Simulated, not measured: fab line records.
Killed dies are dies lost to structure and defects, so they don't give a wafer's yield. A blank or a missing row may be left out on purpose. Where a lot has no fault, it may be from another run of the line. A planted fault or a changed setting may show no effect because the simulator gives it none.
Which of the tools did it? | flow nand_harc | 24 lots, 72 wafers sampled, at 6 steps of a route of 1302

== WHAT THE GAUGES READ, wafer by wafer ==
No reading from a measuring or inspecting step in the record can be judged against a usual standard deviation.

== EACH LOT AND THE TOOL THAT RAN IT (in order: tool; ch and the chambers of the sampled wafers; start) ==
lot  | NHARC_A_CONTACT_ETCH_111             | NHARC_A_CONTACT_ETCH_123             | NHARC_A_CONTACT_ETCH_96                       | NHARC_A_CONTACT_DEP_57        | NHARC_A_CONTACT_ETCH_124             | NHARC_A_CONTACT_ETCH_126
L074 | har_cap_etch-02 ch 0,1, day 21 18:12 | har_cap_etch-02 ch 0,1, day 21 20:20 | rie_diel-03 ch 0,1, day 21 22:24 or earlier   | acl_dep-02 ch 0, day 21 22:24 | har_cap_etch-02 ch 0,1, day 22 04:00 | har_cap_etch-02 ch 0,1, day 22 04:23
L075 | har_cap_etch-03 ch 0,1, day 22 00:04 | har_cap_etch-03 ch 0,1, day 22 02:08 | rie_diel-08 ch 0,2,3, day 22 05:43 or earlier | acl_dep-03 ch 0, day 22 05:43 | har_cap_etch-02 ch 0,1, day 22 14:07 | har_cap_etch-02 ch 0,1, day 22 14:29
L077 | har_cap_etch-03 ch 0,1, day 22 10:41 | har_cap_etch-03 ch 0,1, day 22 12:45 | rie_diel-03 ch 1,2,3, day 22 14:54 or earlier | acl_dep-02 ch 0, day 22 14:54 | har_cap_etch-03 ch 0,1, day 22 20:28 | har_cap_etch-03 ch 0,1, day 22 20:50
L076 | har_cap_etch-01 ch 0,1, day 22 18:08 | har_cap_etch-01 ch 0,1, day 22 20:13 | rie_diel-03 ch 2,3, day 22 22:23 or earlier   | acl_dep-02 ch 0, day 22 22:23 | har_cap_etch-01 ch 0,1, day 23 03:54 | har_cap_etch-01 ch 0,1, day 23 04:25
L079 | har_cap_etch-03 ch 0,1, day 23 15:09 | har_cap_etch-03 ch 0,1, day 23 17:13 | rie_diel-03 ch 0,1,2, day 23 23:38 or earlier | acl_dep-01 ch 0, day 23 23:38 | har_cap_etch-01 ch 0,1, day 24 05:25 | har_cap_etch-01 ch 0,1, day 24 05:47
L081 | har_cap_etch-01 ch 0,1, day 23 23:04 | har_cap_etch-01 ch 0,1, day 24 01:14 | rie_diel-08 ch 0,1,3, day 24 04:18 or earlier | acl_dep-01 ch 0, day 24 04:18 | har_cap_etch-02 ch 0,1, day 24 08:54 | har_cap_etch-02 ch 0,1, day 24 09:23
L078 | har_cap_etch-02 ch 0,1, day 24 00:37 | har_cap_etch-02 ch 0,1, day 24 03:36 | rie_diel-03 ch 0,1,3, day 24 08:10 or earlier | acl_dep-03 ch 0, day 24 08:10 | har_cap_etch-03 ch 0,1, day 24 12:46 | har_cap_etch-03 ch 0,1, day 24 13:08
L080 | har_cap_etch-03 ch 0,1, day 24 03:15 | har_cap_etch-03 ch 0,1, day 24 06:10 | rie_diel-08 ch 2,3, day 24 11:44 or earlier   | acl_dep-02 ch 0, day 24 11:44 | har_cap_etch-02 ch 0,1, day 24 16:21 | har_cap_etch-02 ch 0,1, day 24 16:50
L083 | har_cap_etch-02 ch 0,1, day 25 04:13 | har_cap_etch-02 ch 0,1, day 25 06:22 | rie_diel-03 ch 0,2,3, day 25 10:32 or earlier | acl_dep-01 ch 0, day 25 10:32 | har_cap_etch-01 ch 0,1, day 25 16:23 | har_cap_etch-01 ch 0,1, day 25 16:46
L082 | har_cap_etch-01 ch 0,1, day 25 06:36 | har_cap_etch-01 ch 0,1, day 25 08:41 | rie_diel-03 ch 1,2,3, day 25 11:04 or earlier | acl_dep-02 ch 0, day 25 11:04 | har_cap_etch-03 ch 0,1, day 25 17:14 | har_cap_etch-03 ch 0,1, day 25 17:37
L085 | har_cap_etch-03 ch 0, day 25 13:18   | har_cap_etch-03 ch 0, day 25 15:23   | rie_diel-08 ch 0,3, day 25 18:07 or earlier   | acl_dep-02 ch 0, day 25 18:07 | har_cap_etch-02 ch 0,1, day 25 23:10 | har_cap_etch-02 ch 0,1, day 25 23:32
L084 | har_cap_etch-02 ch 0,1, day 25 13:32 | har_cap_etch-02 ch 0,1, day 25 15:43 | rie_diel-03 ch 1,2,3, day 25 22:14 or earlier | acl_dep-03 ch 0, day 25 22:14 | har_cap_etch-03 ch 0,1, day 26 02:54 | har_cap_etch-03 ch 0,1, day 26 03:16
L086 | har_cap_etch-02 ch 0,1, day 26 23:59 | har_cap_etch-02 ch 0,1, day 27 02:03 | rie_diel-03 ch 1,2,3, day 27 04:12 or earlier | acl_dep-01 ch 0, day 27 04:12 | har_cap_etch-01 ch 0,1, day 27 09:53 | har_cap_etch-01 ch 0,1, day 27 10:16
L088 | har_cap_etch-03 ch 0,1, day 27 14:20 | har_cap_etch-03 ch 0,1, day 27 16:28 | rie_diel-08 ch 0,1,3, day 27 19:41 or earlier | acl_dep-03 ch 0, day 27 19:41 | har_cap_etch-03 ch 0,1, day 28 01:24 | har_cap_etch-03 ch 0,1, day 28 01:46
L089 | har_cap_etch-02 ch 0,1, day 27 14:28 | har_cap_etch-02 ch 0,1, day 27 16:33 | rie_diel-04 ch 0,1,2, day 27 21:25 or earlier | acl_dep-01 ch 0, day 27 21:25 | har_cap_etch-01 ch 0,1, day 28 02:58 | har_cap_etch-01 ch 0,1, day 28 03:21
L087 | har_cap_etch-01 ch 0,1, day 27 18:44 | har_cap_etch-01 ch 0,1, day 27 20:49 | rie_diel-04 ch 1,2, day 28 01:36 or earlier   | acl_dep-02 ch 0, day 28 01:36 | har_cap_etch-02 ch 0,1, day 28 07:16 | har_cap_etch-02 ch 0,1, day 28 07:38
L090 | har_cap_etch-02 ch 0,1, day 27 22:08 | har_cap_etch-02 ch 0,1, day 28 00:16 | rie_diel-03 ch 1,2,3, day 28 04:54 or earlier | acl_dep-01 ch 0, day 28 04:54 | har_cap_etch-03 ch 0,1, day 28 10:08 | har_cap_etch-03 ch 0,1, day 28 10:30
L091 | har_cap_etch-02 ch 0,1, day 28 19:19 | har_cap_etch-02 ch 0,1, day 28 21:23 | rie_diel-03 ch 0,1,2, day 28 23:32 or earlier | acl_dep-01 ch 0, day 28 23:32 | har_cap_etch-01 ch 0,1, day 29 05:18 | har_cap_etch-01 ch 0,1, day 29 05:48
L093 | har_cap_etch-03 ch 0,1, day 29 07:32 | har_cap_etch-03 ch 0,1, day 29 09:37 | rie_diel-04 ch 2,3, day 29 13:48 or earlier   | acl_dep-03 ch 0, day 29 13:48 | har_cap_etch-03 ch 0,1, day 29 18:52 | har_cap_etch-03 ch 0,1, day 29 19:15
L092 | har_cap_etch-02 ch 0,1, day 29 12:02 | har_cap_etch-02 ch 0,1, day 29 14:14 | rie_diel-03 ch 0,3, day 29 18:25 or earlier   | acl_dep-02 ch 0, day 29 18:25 | har_cap_etch-02 ch 0,1, day 29 22:55 | har_cap_etch-02 ch 0,1, day 29 23:17
L094 | har_cap_etch-01 ch 0,1, day 30 00:59 | har_cap_etch-01 ch 0,1, day 30 03:06 | rie_diel-03 ch 1,2,3, day 30 06:26 or earlier | acl_dep-03 ch 0, day 30 06:26 | har_cap_etch-02 ch 0,1, day 30 11:29 | har_cap_etch-02 ch 0,1, day 30 11:51
L095 | har_cap_etch-03 ch 0,1, day 30 03:33 | har_cap_etch-03 ch 0,1, day 30 05:38 | rie_diel-03 ch 1,2,3, day 30 07:47 or earlier | acl_dep-02 ch 0, day 30 07:47 | har_cap_etch-03 ch 0,1, day 30 13:22 | har_cap_etch-03 ch 0,1, day 30 13:44
L096 | har_cap_etch-03 ch 0,1, day 30 21:53 | har_cap_etch-03 ch 0,1, day 30 23:59 | rie_diel-04 ch 0,2, day 31 03:52 or earlier   | acl_dep-01 ch 0, day 31 03:52 | har_cap_etch-01 ch 0,1, day 31 09:26 | har_cap_etch-01 ch 0,1, day 31 09:49
L097 | har_cap_etch-02 ch 0, day 31 14:47   | har_cap_etch-02 ch 0, day 31 16:56   | rie_diel-04 ch 1,2,3, day 31 20:05 or earlier | acl_dep-02 ch 0, day 31 20:05 | har_cap_etch-02 ch 0,1, day 32 01:15 | har_cap_etch-02 ch 0,1, day 32 01:38
- NHARC_A_CONTACT_ETCH_111: etches the open film in C4F8/O2/Ar, time 140 s, target depth 700 nm.
- NHARC_A_CONTACT_ETCH_123: etches the open film in C4F8/O2/Ar, time 490 s, target depth 2110 nm.
- NHARC_A_CONTACT_ETCH_96: etches the open film in C4F6/O2, target depth 20 nm, time 10 s.
- NHARC_A_CONTACT_DEP_57: deposits aC, target thk 5300 nm.
- NHARC_A_CONTACT_ETCH_124: etches the open film in C4F8/O2/Ar, time 140 s, target depth 700 nm.
- NHARC_A_CONTACT_ETCH_126: etches the open film in C4F8/O2/Ar, time 197 s, target depth 1918 nm.

== AS READ BY THE TOOLS THEMSELVES (means over the sampled wafers that have a number; for cases with no such wafer, the mark the record gives instead) ==
NHARC_A_CONTACT_ETCH_96.
lot  | tool        | c4f6_flow_sccm (sccm) | drypump_motor_current_A (A) | oes_product_au (a.u.) | rf_vpp_V (V) | showerhead_plenum_p_Torr (Torr) | throttle_valve_pct (%)
L074 | rie_diel-03 | 25.01                 | 5.6                         | 1.002                 | 549          | 4.05                            | 26.896
L075 | rie_diel-08 | 25.08                 | 5.3                         | 0.943                 | 544          | 3.79                            | 26.907
L077 | rie_diel-03 | 25.01                 | 6.4                         | 0.946                 | 543          | 3.75                            | 26.905
L076 | rie_diel-03 | 25.08                 | 6.1                         | 0.943                 | 543          | 3.73                            | 26.897
L079 | rie_diel-03 | 25.00                 | 5.9                         | 0.938                 | 546          | 3.86                            | 26.904
L081 | rie_diel-08 | 24.98                 | 5.5                         | 0.991                 | 548          | 3.93                            | 26.903
L078 | rie_diel-03 | 24.99                 | 6.0                         | 1.002                 | 547          | 3.94                            | 26.906
L080 | rie_diel-08 | 24.97                 | 5.2                         | 0.993                 | 544          | 3.78                            | 26.906
L083 | rie_diel-03 | 24.95                 | 5.8                         | 1.007                 | 548          | 3.92                            | 26.910
L082 | rie_diel-03 | 25.01                 | 6.3                         | 0.944                 | 544          | 3.75                            | 26.893
L085 | rie_diel-08 | 24.98                 | 5.3                         | 0.995                 | 543          | 3.77                            | 26.899
L084 | rie_diel-03 | 25.00                 | 6.3                         | 0.987                 | 543          | 3.75                            | 26.901
L086 | rie_diel-03 | 25.01                 | 6.3                         | 0.959                 | 543          | 3.74                            | 26.903
L088 | rie_diel-08 | 25.05                 | 5.6                         | 0.958                 | 547          | 3.92                            | 26.909
L089 | rie_diel-04 | 25.02                 | 5.4                         | 0.952                 | 546          | 3.91                            | 26.898
L087 | rie_diel-04 | 25.02                 | 5.4                         | 0.944                 | 547          | 3.93                            | 26.902
L090 | rie_diel-03 | 24.95                 | 6.3                         | 1.002                 | 547          | 3.94                            | 26.908
L091 | rie_diel-03 | 24.99                 | 6.0                         | 0.941                 | 549          | 4.04                            | 26.902
L093 | rie_diel-04 | 25.05                 | 5.7                         | 0.942                 | 546          | 3.93                            | 26.897
L092 | rie_diel-03 | 24.98                 | 5.9                         | 0.938                 | 548          | 3.99                            | 26.907
L094 | rie_diel-03 | 25.07                 | 6.3                         | 0.988                 | 547          | 3.94                            | 26.910
L095 | rie_diel-03 | 24.98                 | 6.3                         | 0.999                 | 547          | 3.94                            | 26.905
L096 | rie_diel-04 | 24.98                 | 5.6                         | 0.990                 | 544          | 3.80                            | 26.899
L097 | rie_diel-04 | 25.06                 | 5.5                         | 0.994                 | 548          | 4.02                            | 26.904

NHARC_A_CONTACT_DEP_57.
lot  | tool       | throttle_valve_pct (%)
L074 | acl_dep-02 | 34.995
L075 | acl_dep-03 | 35.010
L077 | acl_dep-02 | 34.998
L076 | acl_dep-02 | 35.003
L079 | acl_dep-01 | 35.004
L081 | acl_dep-01 | 34.990
L078 | acl_dep-03 | 34.989
L080 | acl_dep-02 | 35.004
L083 | acl_dep-01 | 35.007
L082 | acl_dep-02 | 35.001
L085 | acl_dep-02 | 35.000
L084 | acl_dep-03 | 35.001
L086 | acl_dep-01 | 34.997
L088 | acl_dep-03 | 35.000
L089 | acl_dep-01 | 34.998
L087 | acl_dep-02 | 34.998
L090 | acl_dep-01 | 35.002
L091 | acl_dep-01 | 35.001
L093 | acl_dep-03 | 35.004
L092 | acl_dep-02 | 35.003
L094 | acl_dep-03 | 34.999
L095 | acl_dep-02 | 35.001
L096 | acl_dep-01 | 35.008
L097 | acl_dep-02 | 34.994

== THE ANSWER, worked out from the rows above alone ==
Rule: usual is defined by the lots themselves. Put in order of their means at a reading, lots are off if they are a third of the lots or fewer, leave a main group of 4 or more, and stand apart from it by a gap of 3 or more times the standard deviation of the main group's means; of several such gaps the widest counts. A main group is skipped when, at the precision printed for the reading in the tables above, its means are all equal. Also off: a lot with no number at a reading for which 4 or more lots have one. All remaining lots with rows at the step are treated as sound. After the gauges, taken in route order, come the tools' own readings; for these a lot's mean is taken, as printed above. At the first step where some lot is off, the reading lying furthest off is the one used; lots without a number count as furthest.
No lot is off at any reading shown: from this, nothing can be told.

== WHAT HAD BEEN PUT IN BY THE SIMULATOR ==
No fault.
